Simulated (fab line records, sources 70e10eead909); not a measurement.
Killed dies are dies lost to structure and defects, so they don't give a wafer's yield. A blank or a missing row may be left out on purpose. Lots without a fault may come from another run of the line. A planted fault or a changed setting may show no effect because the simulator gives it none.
Chamber matching | flow nand_harc | NHARC_P_CONTACT_DEP_30 on pecvd-01: 3 sister chambers
The step deposits SiNx, target thk 30 nm. 16 wafers are shown with their chamber, then 8 later ones without.

WAFERS WITH THEIR CHAMBER
wafer  | chamber | heater_power_w (W)
L074.2 | 0       | 876
L074.3 | 2       | 651
L074.5 | 1       | 685
L081.1 | 1       | 665
L081.3 | 2       | 615
L081.6 | 2       | 617
L083.1 | 2       | 630
L083.2 | 1       | 645
L083.4 | 2       | 645
L079.1 | 0       | 786
L079.3 | 1       | 668
L079.5 | 0       | 783
L086.1 | 2       | 658
L086.3 | 0       | 730
L086.4 | 1       | 603
L090.1 | 2       | 553

SIGNATURES (means of the wafers above)
reading        | chamber 0 | chamber 1 | chamber 2 | scatter within a chamber
heater_power_w | 793.75    | 653.20    | 624.14    | 41.6
Rule: a wafer's distance from a chamber is the root of the sum, over the readings, of the square of ((its reading less the chamber's mean) divided by the reading's scatter). The wafer belongs to the nearest chamber; if the next one is less than 2 further off, it can't be placed. The scatter: the root of (the sum of the squares of (reading less its chamber's mean) over the shown wafers, divided by (wafers less chambers)).

WAFERS WITHOUT THEIR CHAMBER
wafer  | heater_power_w (W)
L090.3 | 741
L090.5 | 702
L093.1 | 846
L093.2 | 607
L093.5 | 850
L097.2 | 654
L097.3 | 592
L097.6 | 654

WHICH CHAMBER EACH WENT THROUGH
wafer  | from the rows above          | in truth
L090.3 | can't be placed: 0 or 1 or 2 | 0
L090.5 | can't be placed: 1 or 2 or 0 | 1
L093.1 | 0                            | 0
L093.2 | can't be placed: 2 or 1      | 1
L093.5 | 0                            | 0
L097.2 | can't be placed: 1 or 2      | 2
L097.3 | can't be placed: 2 or 1      | 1
L097.6 | can't be placed: 1 or 2      | 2
Placed correctly: 2 of 8. Can't be placed from these rows: 6 (the true chamber is among the candidates in 6). Placed wrongly: 0.
